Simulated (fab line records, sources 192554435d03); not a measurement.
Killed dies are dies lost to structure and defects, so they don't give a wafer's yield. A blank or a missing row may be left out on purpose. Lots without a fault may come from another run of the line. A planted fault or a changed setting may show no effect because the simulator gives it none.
fab line records | flow n5_finfet
record lots=24 wafers=72 last_day=17
route steps=1938 shown BEOL_M10@1521 BEOL_M11@1588 BEOL_M12@1612
lots that met no fault: from a run of the same line without faults
start_h: hours from the record's first day to the start of the lot's first wafer shown | wait_h: hours since the lot's step before | " the same as in the row above | L1.1+2: a row that stands for several wafers | - no value, or no start given | * or withheld: withheld | < > ~ a bound
route shown NAME@n: a module of which the file shows steps, and the number in the route of the first | usual: mean/standard deviation of fault-free wafers | same: alike in all rows | chamber/n: place in a boat | sites: the reading at each site | _std_site: their standard deviation | _edge_site: outer sites' mean less inner sites' | radius_mm: how far each site lies from the wafer's centre | mask NAME#n: copy n | behind: the tool/chamber that last shaped the wafer | hold: why the lot was held/for how many hours/how that ended | device: the transistor (n, p or np) that didn't switch | end of line: the same wafers' tests at the end of the route | a step without rows: its recipe alone | killed: dies lost to structure and defects at the first sort, not the wafer's yield | map: a wafer's dies, x killed, . not, _ none there
set.NAME: the setting as run; set.NAME@STEP: as run at that earlier step | model.NAME: the simulator's own value behind a step, which no gauge read
steps of the route over a sample of lots; a table a step, a row a wafer
services: from which hour (start_h, from the record's first day; less than 0 if before it) a tool's chamber was out of use, for how many hours, and why
## steps
# step N5_BEOL_M10_CURE_72
# recipe temp_c=370 time_s=120 ambient=DMADMS/He material=SiCOH_lowk
# usual lamp_power_pct=52.31/0.053 wafer_temp_C_max=371.8/0.78
# columns lot.wafer tool chamber start_h wait_h lamp_power_pct wafer_temp_C_max
L074.1 uv_cure-02 0 237.05 0.0 52.34 371.8
L074.2 " 0 " " 52.39 371.3
L074.3 " 0 " " 52.19 370.8
L075.2 uv_cure-03 2 237.57 0.1 52.25 371.4
L075.5 " 2 " " 52.23 371.9
L075.6 " 2 " " 52.24 372.1
L077.3 uv_cure-01 1 237.57 0.1 52.23 372.8
L077.5 " 1 " " 52.28 372.3
L077.6 " 1 " " 52.36 372.4
L076.3 uv_cure-01 0 238.05 0.1 52.36 372.2
L076.4 " 0 " " 52.35 372.6
L076.5 " 0 " " 52.31 372.5
L080.2 uv_cure-02 0 255.41 0.1 52.24 371.0
L080.4 " 0 " " 52.38 370.6
L080.6 " 0 " " 52.32 370.7
L079.1 uv_cure-01 0 255.42 0.0 52.35 371.7
L079.3 " 0 " " 52.31 372.4
L079.4 " 0 " " 52.33 372.5
L078.2 uv_cure-03 1 256.39 0.1 52.34 371.4
L078.3 " 1 " " 52.24 372.1
L078.4 " 1 " " 52.37 372.0
L081.2 uv_cure-02 1 262.06 0.1 52.33 370.7
L081.5 " 1 " " 52.33 370.7
L081.6 " 1 " " 52.17 370.6
L082.1 uv_cure-03 1 271.83 0.0 52.15 372.1
L082.4 " 1 " " 52.28 371.4
L082.5 " 1 " " 52.36 372.5
L083.1 uv_cure-03 1 276.03 0.0 52.35 371.9
L083.4 " 1 " " 52.24 371.6
L083.6 " 1 " " 52.27 371.9
L084.1 uv_cure-03 2 283.64 0.0 52.30 371.7
L084.3 " 2 " " 52.29 371.3
L084.4 " 2 " " 52.20 371.7
L086.1 uv_cure-01 1 285.79 0.0 52.29 372.8
L086.2 " 1 " " 52.30 373.3
L086.4 " 1 " " 52.29 372.3
L085.3 uv_cure-03 1 294.24 0.3 52.33 371.0
L085.5 " 1 " " 52.27 371.0
L085.6 " 1 " " 52.23 371.4
L087.1 uv_cure-02 2 306.61 0.3 52.34 372.5
L087.3 " 2 " " 52.29 372.3
L087.6 " 2 " " 52.35 372.1
L088.1 uv_cure-01 2 315.14 0.2 52.24 372.4
L088.2 " 2 " " 52.30 372.3
L088.4 " 2 " " 52.32 372.7
L090.3 uv_cure-03 0 316.26 0.1 52.34 372.5
L090.4 " 0 " " 52.30 373.4
L090.6 " 0 " " 52.19 372.1
L092.2 uv_cure-01 0 324.08 0.1 52.37 372.0
L092.3 " 0 " " 52.25 373.3
L092.4 " 0 " " 52.21 372.1
L089.1 uv_cure-02 0 331.71 0.0 52.38 371.1
L089.2 " 0 " " 52.33 371.2
L089.4 " 0 " " 52.29 370.9
L091.2 uv_cure-03 0 332.45 0.1 52.32 372.6
L091.3 " 0 " " 52.28 373.6
L091.5 " 0 " " 52.23 371.6
L093.4 uv_cure-03 1 340.74 0.2 52.32 371.6
L093.5 " 1 " " 52.38 371.5
L093.6 " 1 " " 52.28 371.7
L094.1 uv_cure-02 0 347.81 0.0 52.33 370.7
L094.3 " 0 " " 52.35 371.0
L094.5 " 0 " " 52.41 370.8
L095.3 uv_cure-02 1 349.58 0.1 52.30 371.0
L095.4 " 1 " " 52.28 370.8
L095.5 " 1 " " 52.29 370.8
L096.3 uv_cure-02 2 363.58 0.1 52.32 372.5
L096.5 " 2 " " 52.24 371.8
L096.6 " 2 " " 52.28 371.3
L097.1 uv_cure-02 0 373.01 0.0 52.36 370.9
L097.3 " 0 " " 52.38 370.6
L097.5 " 0 " " 52.42 370.8
# step N5_BEOL_M11_DEGAS_44
# recipe ambient=vacuum temp_c=250 time_s=60
# usual heater_power_w=332/38
# columns lot.wafer tool chamber start_h wait_h heater_power_w
L074.1 pvd_sputter-03 - 244.81 0.6 315
L074.2 " - " " 321
L074.3 " - " " 320
L077.3 pvd_sputter-03 - 244.99 0.5 304
L077.5 " - " " 307
L077.6 " - " " 413
L075.2 pvd_sputter-03 - 245.17 0.4 414
L075.5 " - " " 312
L075.6 " - " " 420
L076.3 pvd_sputter-03 - 246.07 0.8 313
L076.4 " - " " 311
L076.5 " - " " 302
L079.1 pvd_sputter-01 - 262.57 0.8 329
L079.3 " - " " 337
L079.4 " - " " 338
L080.2 pvd_sputter-01 - 264.05 0.6 339
L080.4 " - " " 328
L080.6 " - " " 328
L078.2 pvd_sputter-01 - 264.27 0.6 336
L078.3 " - " " 340
L078.4 " - " " 310
L081.2 pvd_sputter-02 - 270.12 0.5 292
L081.5 " - " " 300
L081.6 " - " " 369
L082.1 pvd_sputter-03 - 281.88 1.0 305
L082.4 " - " " 314
L082.5 " - " " 311
L083.1 pvd_sputter-03 - 282.74 0.3 416
L083.4 " - " " 312
L083.6 " - " " 309
L084.1 pvd_sputter-02 - 291.94 0.4 296
L084.3 " - " " 292
L084.4 " - " " 317
L086.1 pvd_sputter-03 - 294.31 0.3 420
L086.2 " - " " 306
L086.4 " - " " 311
L085.3 pvd_sputter-03 - 301.49 0.5 305
L085.5 " - " " 301
L085.6 " - " " 423
L087.1 pvd_sputter-01 - 316.43 0.4 342
L087.3 " - " " 336
L087.6 " - " " 330
L090.3 pvd_sputter-03 - 324.81 0.3 314
L090.4 " - " " 309
L090.6 " - " " 415
L088.1 pvd_sputter-01 - 325.05 0.4 334
L088.2 " - " " 333
L088.4 " - " " 334
L092.2 pvd_sputter-02 - 332.54 0.4 358
L092.3 " - " " 298
L092.4 " - " " 317
L089.1 pvd_sputter-01 - 341.25 0.3 331
L089.2 " - " " 333
L089.4 " - " " 312
L091.2 pvd_sputter-03 - 341.99 0.2 430
L091.3 " - " " 307
L091.5 " - " " 320
L093.4 pvd_sputter-01 - 347.03 0.2 336
L093.5 " - " " 340
L093.6 " - " " 310
L094.1 pvd_sputter-01 - 361.37 0.6 337
L094.3 " - " " 337
L094.5 " - " " 307
L095.3 pvd_sputter-03 - 363.95 0.2 309
L095.4 " - " " 412
L095.5 " - " " 301
L096.3 pvd_sputter-03 - 373.04 1.4 317
L096.5 " - " " 426
L096.6 " - " " 319
L097.1 pvd_sputter-02 - 381.59 0.4 306
L097.3 " - " " 351
L097.5 " - " " 293
# step N5_BEOL_M12_CD_MEAS_10
# recipe target_cd_nm=140 landing_energy_ev=500 detector=se_inlens polarity=opening
# usual cd_nm=140.8/1.6
# same landing_energy_ev=500
# columns lot.wafer tool chamber start_h wait_h cd_nm
L074.1 cd_sem-01 0 247.49 - 140.7
L074.2 " 0 " " 141.1
L074.3 " 0 " " 143.9
L075.2 cd_sem-03 0 247.72 - 138.5
L075.5 " 0 " " 140.4
L075.6 " 0 " " 140.1
L077.3 cd_sem-03 0 247.95 - 141.9
L077.5 " 0 " " 143.7
L077.6 " 0 " " 141.7
L076.3 cd_sem-01 0 249.95 - 141.6
L076.4 " 0 " " 139.6
L076.5 " 0 " " 139.0
L079.1 cd_sem-01 0 264.83 - 139.6
L079.3 " 0 " " 139.9
L079.4 " 0 " " 140.7
L080.2 cd_sem-03 0 266.37 - 140.1
L080.4 " 0 " " 137.1
L080.6 " 0 " " 139.1
L078.2 cd_sem-03 0 266.72 - 139.3
L078.3 " 0 " " 140.3
L078.4 " 0 " " 140.6
L081.2 cd_sem-02 0 272.55 - 142.1
L081.5 " 0 " " 144.8
L081.6 " 0 " " 140.8
L082.1 cd_sem-02 0 284.10 - 139.3
L082.4 " 0 " " 138.6
L082.5 " 0 " " 138.7
L083.1 cd_sem-01 0 285.55 - 141.7
L083.4 " 0 " " 140.3
L083.6 " 0 " " 140.9
L084.1 cd_sem-01 0 294.30 - 142.6
L084.3 " 0 " " 141.0
L084.4 " 0 " " 141.0
L086.1 cd_sem-02 0 296.77 - 139.1
L086.2 " 0 " " 139.9
L086.4 " 0 " " 141.8
L085.3 cd_sem-03 0 303.59 - 138.9
L085.5 " 0 " " 140.9
L085.6 " 0 " " 141.9
L087.1 cd_sem-03 0 319.60 - 143.6
L087.3 " 0 " " 138.9
L087.6 " 0 " " 142.5
L090.3 cd_sem-02 0 327.03 - 139.6
L090.4 " 0 " " 142.2
L090.6 " 0 " " 143.5
L088.1 cd_sem-03 0 327.25 - 143.0
L088.2 " 0 " " 139.0
L088.4 " 0 " " 139.8
L092.2 cd_sem-03 0 335.29 - 143.0
L092.3 " 0 " " 140.9
L092.4 " 0 " " 139.9
L089.1 cd_sem-01 0 343.76 - 140.4
L089.2 " 0 " " 141.3
L089.4 " 0 " " 139.9
L091.2 cd_sem-03 0 345.38 - 141.5
L091.3 " 0 " " 142.0
L091.5 " 0 " " 141.3
L093.4 cd_sem-03 0 350.81 - 139.8
L093.5 " 0 " " 142.8
L093.6 " 0 " " 141.6
L094.1 cd_sem-02 0 364.99 - 141.8
L094.3 " 0 " " 139.8
L094.5 " 0 " " 141.1
L095.3 cd_sem-03 0 366.23 - 142.3
L095.4 " 0 " " 140.4
L095.5 " 0 " " 141.7
L096.3 cd_sem-03 0 375.28 - 136.9
L096.5 " 0 " " 138.5
L096.6 " 0 " " 139.2
L097.1 cd_sem-02 0 383.59 - 141.6
L097.3 " 0 " " 141.3
L097.5 " 0 " " 142.7
# step N5_BEOL_M12_PRE_CLEAN_42
# recipe gas=H2/He time_s=30 temp_c=250
# usual heater_power_w=326/35
# columns lot.wafer tool chamber start_h wait_h heater_power_w
L074.1 pvd_sputter-02 - 251.47 0.0 362
L074.2 " - " " 325
L074.3 " - " " 297
L075.2 pvd_sputter-03 - 251.84 0.0 322
L075.5 " - " " 311
L075.6 " - " " 316
L077.3 pvd_sputter-03 - 256.60 0.0 310
L077.5 " - " " 322
L077.6 " - " " 423
L076.3 pvd_sputter-02 - 256.99 0.0 295
L076.4 " - " " 325
L076.5 " - " " 301
L079.1 pvd_sputter-02 - 269.80 0.0 303
L079.3 " - " " 315
L079.4 " - " " 289
L080.2 pvd_sputter-03 - 269.90 0.0 305
L080.4 " - " " 317
L080.6 " - " " 305
L078.2 pvd_sputter-01 - 270.87 0.0 337
L078.3 " - " " 341
L078.4 " - " " 347
L081.2 pvd_sputter-02 - 278.86 0.0 365
L081.5 " - " " 294
L081.6 " - " " 366
L082.1 pvd_sputter-02 - 286.49 0.0 286
L082.4 " - " " 300
L082.5 " - " " 324
L083.1 pvd_sputter-02 - 292.76 0.0 324
L083.4 " - " " 290
L083.6 " - " " 368
L084.1 pvd_sputter-02 - 300.00 0.0 294
L084.3 " - " " 360
L084.4 " - " " 324
L086.1 pvd_sputter-03 - 300.85 0.0 427
L086.2 " - " " 308
L086.4 " - " " 309
L085.3 pvd_sputter-02 - 309.58 0.0 319
L085.5 " - " " 295
L085.6 " - " " 363
L087.1 pvd_sputter-03 - 323.99 0.0 308
L087.3 " - " " 421
L087.6 " - " " 315
L090.3 pvd_sputter-02 - 334.08 0.0 360
L090.4 " - " " 323
L090.6 " - " " 324
L088.1 pvd_sputter-03 - 335.19 0.0 416
L088.2 " - " " 308
L088.4 " - " " 313
L092.2 pvd_sputter-01 - 337.79 0.0 341
L092.3 " - " " 338
L092.4 " - " " 334
L089.1 pvd_sputter-02 - 346.68 0.0 317
L089.2 " - " " 289
L089.4 " - " " 365
L091.2 pvd_sputter-01 - 349.65 0.0 347
L091.3 " - " " 337
L091.5 " - " " 337
L093.4 pvd_sputter-02 - 353.26 0.0 296
L093.5 " - " " 365
L093.6 " - " " 291
L094.1 pvd_sputter-02 - 371.13 0.0 368
L094.3 " - " " 298
L094.5 " - " " 300
L095.3 pvd_sputter-02 - 372.11 0.0 288
L095.4 " - " " 365
L095.5 " - " " 365
L096.3 pvd_sputter-02 - 378.87 0.0 321
L096.5 " - " " 300
L096.6 " - " " 322
L097.1 pvd_sputter-01 - 388.24 0.0 334
L097.3 " - " " 338
L097.5 " - " " 331
# step N5_BEOL_M12_SPUTTER_43
# recipe material=TaN target_thk_a=150 temp_c=50 bias_v=168.6 power_w=15000 chamber_pressure_pa=0.12 time_s=24.19
# usual throttle_valve_pct=29.8/0.95
# columns lot.wafer tool chamber start_h wait_h throttle_valve_pct
L074.1 pvd_sputter-02 - 251.51 0.0 29.4
L074.2 " - " " 30.8
L074.3 " - " " 30.1
L075.2 pvd_sputter-03 - 251.88 0.0 31.4
L075.5 " - " " 28.0
L075.6 " - " " 31.6
L077.3 pvd_sputter-03 - 256.64 0.0 31.7
L077.5 " - " " 31.4
L077.6 " - " " 29.1
L076.3 pvd_sputter-02 - 257.03 0.0 29.1
L076.4 " - " " 30.7
L076.5 " - " " 30.2
L079.1 pvd_sputter-02 - 269.84 0.0 30.4
L079.3 " - " " 30.4
L079.4 " - " " 29.0
L080.2 pvd_sputter-03 - 269.94 0.0 28.0
L080.4 " - " " 31.3
L080.6 " - " " 28.3
L078.2 pvd_sputter-01 - 270.91 0.0 28.5
L078.3 " - " " 30.7
L078.4 " - " " 28.7
L081.2 pvd_sputter-02 - 278.90 0.0 29.1
L081.5 " - " " 29.3
L081.6 " - " " 29.6
L082.1 pvd_sputter-02 - 286.53 0.0 29.4
L082.4 " - " " 30.5
L082.5 " - " " 30.0
L083.1 pvd_sputter-02 - 292.80 0.0 30.7
L083.4 " - " " 29.0
L083.6 " - " " 29.5
L084.1 pvd_sputter-02 - 300.04 0.0 30.5
L084.3 " - " " 29.6
L084.4 " - " " 30.6
L086.1 pvd_sputter-03 - 300.89 0.0 29.8
L086.2 " - " " 28.3
L086.4 " - " " 31.7
L085.3 pvd_sputter-02 - 309.62 0.0 30.5
L085.5 " - " " 28.8
L085.6 " - " " 29.4
L087.1 pvd_sputter-03 - 324.03 0.0 28.2
L087.3 " - " " 29.8
L087.6 " - " " 31.5
L090.3 pvd_sputter-02 - 334.12 0.0 29.5
L090.4 " - " " 30.5
L090.6 " - " " 30.7
L088.1 pvd_sputter-03 - 335.23 0.0 29.6
L088.2 " - " " 28.2
L088.4 " - " " 31.6
L092.2 pvd_sputter-01 - 337.83 0.0 28.8
L092.3 " - " " 31.0
L092.4 " - " " 28.7
L089.1 pvd_sputter-02 - 346.72 0.0 30.6
L089.2 " - " " 29.2
L089.4 " - " " 29.4
L091.2 pvd_sputter-01 - 349.69 0.0 28.6
L091.3 " - " " 30.7
L091.5 " - " " 28.8
L093.4 pvd_sputter-02 - 353.30 0.0 30.3
L093.5 " - " " 29.3
L093.6 " - " " 29.2
L094.1 pvd_sputter-02 - 371.17 0.0 29.4
L094.3 " - " " 30.4
L094.5 " - " " 30.5
L095.3 pvd_sputter-02 - 372.15 0.0 29.3
L095.4 " - " " 29.4
L095.5 " - " " 29.0
L096.3 pvd_sputter-02 - 378.91 0.0 30.2
L096.5 " - " " 30.2
L096.6 " - " " 30.6
L097.1 pvd_sputter-01 - 388.28 0.0 30.7
L097.3 " - " " 28.7
L097.5 " - " " 28.9
# step N5_BEOL_M12_SPUTTER_44
# recipe material=Ta target_thk_a=100 temp_c=50 bias_v=80 power_w=15000 chamber_pressure_pa=0.07 time_s=16.13
# usual throttle_valve_pct=29.7/0.94
# columns lot.wafer tool chamber start_h wait_h throttle_valve_pct
L074.1 pvd_sputter-02 - 251.59 0.0 29.4
L074.2 " - " " 30.7
L074.3 " - " " 30.2
L075.2 pvd_sputter-03 - 251.96 0.0 31.6
L075.5 " - " " 28.0
L075.6 " - " " 31.4
L077.3 pvd_sputter-03 - 256.72 0.0 31.6
L077.5 " - " " 31.3
L077.6 " - " " 29.7
L076.3 pvd_sputter-02 - 257.11 0.0 29.3
L076.4 " - " " 30.5
L076.5 " - " " 30.1
L079.1 pvd_sputter-02 - 269.92 0.0 30.4
L079.3 " - " " 30.3
L079.4 " - " " 29.3
L080.2 pvd_sputter-03 - 270.02 0.0 28.2
L080.4 " - " " 31.7
L080.6 " - " " 28.0
L078.2 pvd_sputter-01 - 270.99 0.0 28.3
L078.3 " - " " 30.8
L078.4 " - " " 29.1
L081.2 pvd_sputter-02 - 278.98 0.0 29.5
L081.5 " - " " 29.2
L081.6 " - " " 29.5
L082.1 pvd_sputter-02 - 286.61 0.0 29.1
L082.4 " - " " 30.2
L082.5 " - " " 30.7
L083.1 pvd_sputter-02 - 292.88 0.0 30.5
L083.4 " - " " 29.0
L083.6 " - " " 29.0
L084.1 pvd_sputter-02 - 300.12 0.0 30.2
L084.3 " - " " 29.4
L084.4 " - " " 30.4
L086.1 pvd_sputter-03 - 300.97 0.0 29.3
L086.2 " - " " 28.3
L086.4 " - " " 31.6
L085.3 pvd_sputter-02 - 309.70 0.0 30.6
L085.5 " - " " 29.1
L085.6 " - " " 29.3
L087.1 pvd_sputter-03 - 324.11 0.0 28.3
L087.3 " - " " 29.7
L087.6 " - " " 31.3
L090.3 pvd_sputter-02 - 334.20 0.0 29.5
L090.4 " - " " 30.6
L090.6 " - " " 30.5
L088.1 pvd_sputter-03 - 335.31 0.0 29.6
L088.2 " - " " 27.9
L088.4 " - " " 31.3
L092.2 pvd_sputter-01 - 337.91 0.0 28.7
L092.3 " - " " 31.0
L092.4 " - " " 28.6
L089.1 pvd_sputter-02 - 346.80 0.0 30.3
L089.2 " - " " 29.2
L089.4 " - " " 29.5
L091.2 pvd_sputter-01 - 349.77 0.0 29.1
L091.3 " - " " 30.8
L091.5 " - " " 29.0
L093.4 pvd_sputter-02 - 353.38 0.0 30.3
L093.5 " - " " 29.1
L093.6 " - " " 29.4
L094.1 pvd_sputter-02 - 371.25 0.0 29.4
L094.3 " - " " 30.3
L094.5 " - " " 30.2
L095.3 pvd_sputter-02 - 372.23 0.0 29.3
L095.4 " - " " 29.2
L095.5 " - " " 29.3
L096.3 pvd_sputter-02 - 378.99 0.0 30.3
L096.5 " - " " 30.5
L096.6 " - " " 30.4
L097.1 pvd_sputter-01 - 388.36 0.0 30.8
L097.3 " - " " 28.6
L097.5 " - " " 28.5
## services
# columns tool chamber start_h hours kind
uv_cure-01 - 275.03 7.5 pm
uv_cure-02 - 288.45 0.4 repair
uv_cure-01 - 293.87 3.6 repair
uv_cure-02 - 321.48 2.7 repair
pvd_sputter-02 - 322.06 8.6 repair
uv_cure-01 - 331.89 7.5 pm
uv_cure-01 - 339.44 4.5 pm
pvd_sputter-02 - 354.74 5.9 repair
pvd_sputter-03 - 364.90 3.4 repair
uv_cure-01 - 376.48 2.1 pm
uv_cure-02 - 384.10 4.3 pm
## key
fault none
